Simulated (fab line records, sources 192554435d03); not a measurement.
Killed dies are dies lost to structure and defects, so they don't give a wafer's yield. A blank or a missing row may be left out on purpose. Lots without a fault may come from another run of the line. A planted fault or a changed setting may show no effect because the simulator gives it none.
fab line records | flow n5_finfet | part 1 of 2: steps 1 to 4 of 6
record lots=23 wafers=69 last_day=17
route steps=1938 shown FIN_CUT@163 DUMMY_GATE@219 SD_EPI_N@277 SD_EPI_P@306
lots that met no fault: from a run of the same line without faults
start_h: hours from the record's first day to the start of the lot's first wafer shown | wait_h: hours since the lot's step before | " the same as in the row above | L1.1+2: a row that stands for several wafers | - no value, or no start given | * or withheld: withheld | < > ~ a bound
route shown NAME@n: a module of which the file shows steps, and the number in the route of the first | usual: mean/standard deviation of fault-free wafers | same: alike in all rows | chamber/n: place in a boat | sites: the reading at each site | _std_site: their standard deviation | _edge_site: outer sites' mean less inner sites' | radius_mm: how far each site lies from the wafer's centre | mask NAME#n: copy n | behind: the tool/chamber that last shaped the wafer | hold: why the lot was held/for how many hours/how that ended | device: the transistor (n, p or np) that didn't switch | end of line: the same wafers' tests at the end of the route | a step without rows: its recipe alone | killed: dies lost to structure and defects at the first sort, not the wafer's yield | map: a wafer's dies, x killed, . not, _ none there
set.NAME: the setting as run; set.NAME@STEP: as run at that earlier step | model.NAME: the simulator's own value behind a step, which no gauge read
steps of the route over a sample of lots; a table a step, a row a wafer
services: from which hour (start_h, from the record's first day; less than 0 if before it) a tool's chamber was out of use, for how many hours, and why
## steps
# step N5_FIN_CUT_CD_MEAS_08
# recipe target_cd_nm=29.1 landing_energy_ev=500 detector=se_inlens polarity=opening
# usual cd_nm=29.12/0.25
# columns lot.wafer tool chamber start_h wait_h cd_nm
L074.1 cd_sem-02 0 28.36 - 29.18
L074.2 " 0 " " 29.48
L074.3 " 0 " " 29.37
L075.2 cd_sem-01 0 33.42 - 29.26
L075.5 " 0 " " 29.15
L075.6 " 0 " " 29.39
L076.3 cd_sem-01 0 42.86 - 29.06
L076.4 " 0 " " 28.80
L076.5 " 0 " " 28.56
L077.3 cd_sem-01 0 44.03 - 29.31
L077.5 " 0 " " 29.13
L077.6 " 0 " " 28.89
L078.2 cd_sem-02 0 50.49 - 29.53
L078.3 " 0 " " 28.93
L078.4 " 0 " " 28.98
L079.1 cd_sem-01 0 58.00 - 29.30
L079.3 " 0 " " 28.94
L079.4 " 0 " " 29.37
L080.2 cd_sem-01 0 63.76 - 29.33
L080.4 " 0 " " 28.89
L080.6 " 0 " " 28.90
L081.2 cd_sem-01 0 69.89 - 29.27
L081.5 " 0 " " 29.08
L081.6 " 0 " " 29.19
L082.1 cd_sem-03 0 76.40 - 29.30
L082.4 " 0 " " 29.04
L082.5 " 0 " " 29.65
L084.1 cd_sem-03 0 87.79 - 28.94
L084.3 " 0 " " 29.13
L084.4 " 0 " " 29.00
L085.3 cd_sem-02 0 93.85 - 29.33
L085.5 " 0 " " 29.36
L085.6 " 0 " " 29.37
L086.1 cd_sem-02 0 99.09 - 29.47
L086.2 " 0 " " 29.19
L086.4 " 0 " " 28.83
L087.1 cd_sem-03 0 105.84 - 29.05
L087.3 " 0 " " 29.20
L087.6 " 0 " " 28.90
L088.1 cd_sem-01 0 115.22 - 29.38
L088.2 " 0 " " 29.52
L088.4 " 0 " " 29.03
L089.1 cd_sem-01 0 116.96 - 29.23
L089.2 " 0 " " 28.97
L089.4 " 0 " " 29.55
L090.3 cd_sem-01 0 124.78 - 28.94
L090.4 " 0 " " 29.04
L090.6 " 0 " " 28.88
L091.2 cd_sem-01 0 129.44 - 29.07
L091.3 " 0 " " 29.20
L091.5 " 0 " " 29.18
L092.2 cd_sem-01 0 137.95 - 29.19
L092.3 " 0 " " 29.26
L092.4 " 0 " " 29.10
L093.4 cd_sem-02 0 144.42 - 28.78
L093.5 " 0 " " 29.21
L093.6 " 0 " " 29.05
L094.1 cd_sem-01 0 147.51 - 29.16
L094.3 " 0 " " 28.86
L094.5 " 0 " " 29.29
L095.3 cd_sem-03 0 153.59 - 29.31
L095.4 " 0 " " 29.11
L095.5 " 0 " " 29.14
L096.3 cd_sem-01 0 159.23 - 29.61
L096.5 " 0 " " 29.18
L096.6 " 0 " " 29.34
L097.1 cd_sem-03 0 164.49 - 29.33
L097.3 " 0 " " 28.83
L097.5 " 0 " " 28.65
# step N5_DUMMY_GATE_THK_MEAS_05
# usual thk_nm=71.8/0.98
# columns lot.wafer tool chamber start_h wait_h thk_nm
L074.1 film_metro-01 - 42.37 0.2 71.6
L074.2 " - " " 72.5
L074.3 " - " " 71.1
L075.2 film_metro-02 - 47.93 0.1 69.3
L075.5 " - " " 70.5
L075.6 " - " " 72.8
L076.3 film_metro-02 - 57.13 0.2 70.2
L076.4 " - " " 71.4
L076.5 " - " " 71.4
L077.3 film_metro-02 - 59.21 0.1 71.9
L077.5 " - " " 70.8
L077.6 " - " " 70.4
L078.2 film_metro-02 - 65.04 0.2 71.8
L078.3 " - " " 72.8
L078.4 " - " " 71.3
L079.1 film_metro-01 - 72.91 0.2 71.9
L079.3 " - " " 71.4
L079.4 " - " " 73.3
L080.2 film_metro-02 - 80.09 0.1 73.4
L080.4 " - " " 72.3
L080.6 " - " " 72.5
L081.2 film_metro-01 - 84.58 0.1 72.1
L081.5 " - " " 71.3
L081.6 " - " " 71.1
L082.1 film_metro-02 - 91.35 0.2 73.1
L082.4 " - " " 73.3
L082.5 " - " " 73.9
L084.1 film_metro-01 - 104.66 0.1 73.4
L084.3 " - " " 72.7
L084.4 " - " " 71.7
L085.3 film_metro-01 - 108.31 0.2 70.7
L085.5 " - " " 72.9
L085.6 " - " " 70.7
L086.1 film_metro-02 - 115.61 0.2 74.5
L086.2 " - " " 71.7
L086.4 " - " " 73.5
L087.1 film_metro-01 - 120.22 0.2 72.7
L087.3 " - " " 73.1
L087.6 " - " " 71.4
L088.1 film_metro-02 - 129.39 0.1 71.5
L088.2 " - " " 71.4
L088.4 " - " " 72.2
L089.1 film_metro-02 - 131.25 0.1 70.7
L089.2 " - " " 70.0
L089.4 " - " " 71.5
L090.3 film_metro-01 - 141.64 0.2 71.9
L090.4 " - " " 70.6
L090.6 " - " " 70.7
L091.2 film_metro-02 - 145.06 0.1 72.7
L091.3 " - " " 72.5
L091.5 " - " " 73.9
L092.2 film_metro-01 - 154.34 0.1 71.4
L092.3 " - " " 70.0
L092.4 " - " " 70.8
L093.4 film_metro-01 - 158.68 0.2 73.6
L093.5 " - " " 71.1
L093.6 " - " " 72.5
L094.1 film_metro-02 - 163.41 0.2 71.1
L094.3 " - " " 72.6
L094.5 " - " " 72.7
L095.3 film_metro-01 - 169.77 0.1 72.8
L095.4 " - " " 70.0
L095.5 " - " " 71.6
L096.3 film_metro-01 - 174.11 0.2 71.1
L096.5 " - " " 71.9
L096.6 " - " " 72.3
L097.1 film_metro-02 - 180.00 0.2 70.7
L097.3 " - " " 72.6
L097.5 " - " " 72.6
# step N5_SD_EPI_N_ETCHBACK_44
# recipe chemistry=CH3F/O2 mode=anisotropic_etchback target=SiNx target_depth_a=145 stop_on=SiO2 over_etch_frac=0.3 ion_energy_ev=120 pressure_mtorr=30 source_w=395 bias_w=73 Ar_flow_sccm=150 CH3F_flow_sccm=30 O2_flow_sccm=20
# usual bias_w=73.00/0.23 drypump_motor_current_A=5.8/0.42 oes_product_au=0.68/0.079 rf_vpp_V=299/7.2 showerhead_plenum_p_Torr=2.01/0.07 throttle_valve_pct=16.33/0.21
# columns lot.wafer tool chamber start_h wait_h bias_w drypump_motor_current_A oes_product_au rf_hours_counter_h rf_vpp_V showerhead_plenum_p_Torr throttle_valve_pct
L074.1 rie_diel-03 0 49.64 0.0 73.20 5.8 0.60 231 304 1.98 16.54
L074.2 " 1 " " 73.51 6.2 0.61 229 294 2.07 16.64
L074.3 " 2 " " 72.89 4.8 0.61 218 300 1.99 16.61
L075.2 rie_diel-04 2 55.01 0.0 72.86 6.3 0.62 204 299 2.00 16.54
L075.5 " 3 " " 72.87 5.6 0.77 - 284 1.95 16.01
L075.6 " 0 " " 73.10 5.5 0.60 - 300 1.91 16.45
L076.3 rie_diel-02 3 64.71 0.0 73.18 6.3 0.64 166 308 2.08 16.12
L076.4 " 2 " " 72.61 5.9 0.67 124 286 1.93 16.34
L076.5 " 3 " " 73.18 6.3 0.64 - 305 2.08 16.10
L077.3 rie_diel-04 3 66.96 0.0 73.31 5.5 0.76 23 284 1.95 16.04
L077.5 " 1 " " 73.15 5.7 0.66 - 299 2.10 16.26
L077.6 " 0 " " 72.78 5.5 0.60 - 298 1.90 16.45
L078.2 rie_diel-03 0 72.36 0.0 73.14 5.7 0.59 235 304 1.98 16.54
L078.3 " 3 " " 73.24 6.1 0.79 14 306 2.04 16.18
L078.4 " 2 " " 72.82 4.8 0.61 227 301 1.99 16.63
L079.1 rie_diel-02 2 80.16 0.0 73.14 5.9 0.66 130 288 1.93 16.35
L079.3 " 0 " " 72.99 5.9 0.80 20 306 2.04 16.09
L079.4 " 1 " " 72.81 5.6 0.61 197 293 1.90 16.36
L080.2 rie_diel-02 1 88.02 0.0 72.96 5.6 0.61 199 293 1.90 16.37
L080.4 " 0 " " 72.86 5.9 0.79 22 305 2.04 16.10
L080.6 " 1 " " 73.47 5.6 0.61 - 291 1.90 16.34
L081.2 rie_diel-02 3 92.63 0.0 73.04 6.3 0.62 174 306 2.08 16.13
L081.5 " 1 " " 72.99 5.6 0.61 - 290 1.90 16.37
L081.6 " 3 " " 73.53 6.3 0.63 - 306 2.08 16.13
L082.1 rie_diel-02 1 98.50 0.0 72.57 5.6 0.60 203 291 1.90 16.38
L082.4 " 1 " " 72.91 5.6 0.60 - 291 1.89 16.38
L082.5 " 3 " " 72.71 6.3 0.62 - 306 2.08 16.11
L084.1 rie_diel-02 0 114.97 0.0 72.87 5.9 0.78 27 307 2.04 16.12
L084.3 " 2 " " 73.07 5.9 0.65 145 287 1.93 16.36
L084.4 " 3 " " 72.78 6.3 0.63 179 307 2.08 16.13
L085.3 rie_diel-04 0 116.13 0.0 73.14 5.5 0.82 8 304 2.15 16.06
L085.5 " 2 " " 72.94 6.3 0.61 - 296 1.99 16.57
L085.6 " 3 " " 72.62 5.6 0.74 - 285 1.94 16.07
L086.1 rie_diel-03 2 123.41 0.0 73.05 4.8 0.60 250 301 1.98 16.67
L086.2 " 3 " " 73.12 6.1 0.76 36 308 2.03 16.22
L086.4 " 3 " " 72.78 6.1 0.76 - 308 2.03 16.22
L087.1 rie_diel-03 0 129.84 0.0 73.23 5.7 0.58 260 302 1.97 16.59
L087.3 " 3 " " 72.99 6.1 0.76 40 305 2.03 16.22
L087.6 " 0 " " 73.08 5.7 0.58 - 303 1.97 16.60
L088.1 rie_diel-03 2 136.86 0.0 72.81 4.8 0.59 258 300 1.98 16.68
L088.2 " 3 " " 73.12 6.1 0.74 44 306 2.03 16.25
L088.4 " 3 " " 73.19 6.1 0.75 - 308 2.03 16.23
L089.1 rie_diel-03 2 138.71 0.0 72.71 4.8 0.59 259 300 1.98 16.69
L089.2 " 0 " " 73.10 5.8 0.58 265 302 1.97 16.60
L089.4 " 0 " " 73.14 5.8 0.58 - 303 1.97 16.60
L090.3 rie_diel-04 3 151.43 0.0 73.04 5.5 0.72 51 285 1.94 16.08
L090.4 " 1 " " 72.61 5.7 0.65 167 300 2.09 16.29
L090.6 " 0 " " 72.93 5.5 0.80 - 303 2.15 16.07
L091.2 rie_diel-03 2 152.26 0.0 72.86 4.8 0.59 266 301 1.97 16.71
L091.3 " 3 " " 72.98 6.1 0.74 52 307 2.03 16.25
L091.5 " 1 " " 73.13 6.2 0.80 - 303 2.06 16.28
L092.2 rie_diel-03 1 161.43 0.0 73.20 6.2 0.79 10 302 2.06 16.29
L092.3 " 3 " " 72.94 6.1 0.73 55 307 2.03 16.26
L092.4 " 1 " " 73.22 6.2 0.79 - 303 2.06 16.29
L093.4 rie_diel-04 3 165.77 0.0 72.93 5.5 0.72 54 284 1.94 16.09
L093.5 " 0 " " 73.49 5.5 0.79 - 303 2.15 16.08
L093.6 " 1 " " 72.84 5.7 0.65 - 299 2.09 16.29
L094.1 rie_diel-02 2 170.65 0.0 72.98 5.9 0.63 167 288 1.92 16.42
L094.3 " 0 " " 73.08 5.9 0.75 50 307 2.03 16.15
L094.5 " 1 " " 72.73 5.6 0.59 - 291 1.89 16.44
L095.3 rie_diel-04 0 177.40 0.0 72.94 5.6 0.77 23 305 2.15 16.08
L095.4 " 1 " " 73.06 5.7 0.65 176 299 2.09 16.31
L095.5 " 1 " " 73.13 5.7 0.64 - 301 2.09 16.31
L096.3 rie_diel-03 3 181.29 0.0 72.70 6.1 0.72 64 307 2.02 16.27
L096.5 " 0 " " 73.15 5.7 0.80 - 302 1.97 16.10
L096.6 " 3 " " 72.87 6.1 0.73 - 306 2.02 16.29
L097.1 rie_diel-03 3 188.38 0.0 72.72 6.1 0.72 66 307 2.02 16.28
L097.3 " 0 " " 72.82 5.7 0.80 8 303 1.97 16.14
L097.5 " 0 " " 73.03 5.8 0.80 - 301 1.97 16.12
# step N5_SD_EPI_N_ETCH_16
# recipe chemistry=CHF3/O2 target=SiO2 target_depth_a=50 mask_material=SOC pressure_mtorr=30 source_w=650 bias_w=170 Ar_flow_sccm=200 CHF3_flow_sccm=50 O2_flow_sccm=5 ion_energy_ev=200
# usual bias_w=170.0/0.47 drypump_motor_current_A=5.8/0.43 oes_product_au=0.79/0.099 rf_vpp_V=527/13 showerhead_plenum_p_Torr=2.42/0.08 throttle_valve_pct=18.88/0.19
# columns lot.wafer tool chamber start_h wait_h bias_w drypump_motor_current_A oes_product_au rf_hours_counter_h rf_vpp_V showerhead_plenum_p_Torr throttle_valve_pct
L074.1 rie_diel-03 0 49.84 0.1 169.3 5.8 0.68 231 534 2.39 19.10
L074.2 " 1 " " 170.2 6.3 0.70 229 521 2.50 19.20
L074.3 " 2 " " 169.5 4.8 0.72 218 530 2.39 19.13
L075.2 rie_diel-04 2 55.21 0.1 169.3 6.3 0.73 204 523 2.41 19.10
L075.5 " 3 " " 169.7 5.5 0.91 - 502 2.36 18.65
L075.6 " 0 " " 170.3 5.5 0.69 - 526 2.30 18.93
L076.3 rie_diel-02 3 64.91 0.1 169.8 6.3 0.73 166 541 2.51 18.63
L076.4 " 2 " " 169.5 5.9 0.77 124 505 2.33 18.89
L076.5 " 3 " " 170.0 6.3 0.73 - 539 2.51 18.66
L077.3 rie_diel-04 3 67.16 0.1 170.9 5.5 0.89 24 502 2.36 18.63
L077.5 " 1 " " 169.7 5.7 0.78 - 530 2.52 18.80
L077.6 " 0 " " 170.7 5.5 0.69 - 526 2.30 18.96
L078.2 rie_diel-03 0 72.56 0.1 168.8 5.7 0.68 235 533 2.39 19.10
L078.3 " 3 " " 170.0 6.1 0.95 14 542 2.46 18.75
L078.4 " 2 " " 170.1 4.7 0.71 227 531 2.39 19.12
L079.1 rie_diel-02 2 80.36 0.1 170.7 5.9 0.77 130 505 2.33 18.93
L079.3 " 0 " " 169.2 5.9 0.95 20 539 2.46 18.66
L079.4 " 1 " " 169.8 5.6 0.71 197 514 2.29 18.89
L080.2 rie_diel-02 1 88.22 0.1 169.4 5.6 0.70 199 514 2.29 18.90
L080.4 " 0 " " 170.5 5.9 0.96 22 540 2.46 18.67
L080.6 " 1 " " 169.7 5.6 0.71 - 513 2.29 18.89
L081.2 rie_diel-02 3 92.83 0.1 170.8 6.3 0.72 174 541 2.50 18.67
L081.5 " 1 " " 169.9 5.6 0.71 - 514 2.29 18.90
L081.6 " 3 " " 170.1 6.3 0.72 - 541 2.50 18.65
L082.1 rie_diel-02 1 98.70 0.1 170.1 5.6 0.71 203 514 2.29 18.90
L082.4 " 1 " " 170.0 5.6 0.71 - 514 2.29 18.90
L082.5 " 3 " " 170.1 6.3 0.73 - 540 2.50 18.67
L084.1 rie_diel-02 0 115.17 0.1 169.7 6.0 0.92 27 539 2.45 18.70
L084.3 " 2 " " 170.3 5.9 0.76 145 506 2.32 18.93
L084.4 " 3 " " 169.4 6.3 0.72 179 540 2.50 18.66
L085.3 rie_diel-04 0 116.33 0.1 169.3 5.5 0.95 8 536 2.58 18.64
L085.5 " 2 " " 169.9 6.3 0.71 - 523 2.40 19.11
L085.6 " 3 " " 170.0 5.5 0.86 - 501 2.35 18.68
L086.1 rie_diel-03 2 123.61 0.1 169.5 4.8 0.70 250 528 2.38 19.19
L086.2 " 3 " " 170.3 6.1 0.88 36 540 2.45 18.77
L086.4 " 3 " " 170.0 6.1 0.89 - 541 2.45 18.80
L087.1 rie_diel-03 0 130.04 0.1 169.1 5.8 0.66 260 533 2.38 19.14
L087.3 " 3 " " 169.8 6.1 0.88 40 542 2.44 18.79
L087.6 " 0 " " 168.9 5.7 0.67 - 536 2.38 19.15
L088.1 rie_diel-03 2 137.06 0.1 169.9 4.8 0.69 258 531 2.38 19.19
L088.2 " 3 " " 170.4 6.1 0.87 44 543 2.44 18.80
L088.4 " 3 " " 170.1 6.1 0.87 - 543 2.44 18.79
L089.1 rie_diel-03 2 138.91 0.1 170.2 4.8 0.70 259 528 2.38 19.19
L089.2 " 0 " " 170.5 5.7 0.66 265 534 2.38 19.14
L089.4 " 0 " " 170.8 5.7 0.67 - 534 2.38 19.15
L090.3 rie_diel-04 3 151.63 0.1 170.4 5.5 0.85 51 501 2.35 18.69
L090.4 " 1 " " 169.5 5.7 0.76 167 529 2.51 18.82
L090.6 " 0 " " 169.8 5.5 0.94 - 536 2.58 18.65
L091.2 rie_diel-03 2 152.46 0.1 170.1 4.8 0.69 266 529 2.37 19.19
L091.3 " 3 " " 169.8 6.1 0.86 52 541 2.44 18.82
L091.5 " 1 " " 170.0 6.3 0.94 - 533 2.49 18.87
L092.2 rie_diel-03 1 161.63 0.1 170.2 6.3 0.92 10 535 2.48 18.88
L092.3 " 3 " " 169.4 6.1 0.86 55 541 2.44 18.81
L092.4 " 1 " " 169.4 6.2 0.93 - 534 2.48 18.90
L093.4 rie_diel-04 3 165.97 0.1 169.8 5.5 0.84 54 503 2.35 18.69
L093.5 " 0 " " 169.5 5.5 0.93 - 534 2.58 18.66
L093.6 " 1 " " 169.9 5.7 0.76 - 529 2.51 18.84
L094.1 rie_diel-02 2 170.85 0.1 169.7 5.9 0.74 167 505 2.32 18.98
L094.3 " 0 " " 169.8 5.9 0.88 50 538 2.44 18.73
L094.5 " 1 " " 170.1 5.6 0.68 - 513 2.28 18.95
L095.3 rie_diel-04 0 177.75 0.1 170.3 5.6 0.91 23 536 2.58 18.67
L095.4 " 1 " " 170.8 5.7 0.75 176 528 2.51 18.84
L095.5 " 1 " " 170.6 5.7 0.74 - 529 2.51 18.84
L096.3 rie_diel-03 3 181.49 0.1 169.8 6.1 0.83 64 542 2.44 18.81
L096.5 " 0 " " 170.0 5.8 0.96 - 533 2.38 18.73
L096.6 " 3 " " 170.0 6.1 0.84 - 543 2.43 18.83
L097.1 rie_diel-03 3 188.58 0.1 169.9 6.1 0.84 66 542 2.43 18.84
L097.3 " 0 " " 170.6 5.7 0.95 8 534 2.38 18.73
L097.5 " 0 " " 170.0 5.8 0.95 - 533 2.38 18.74
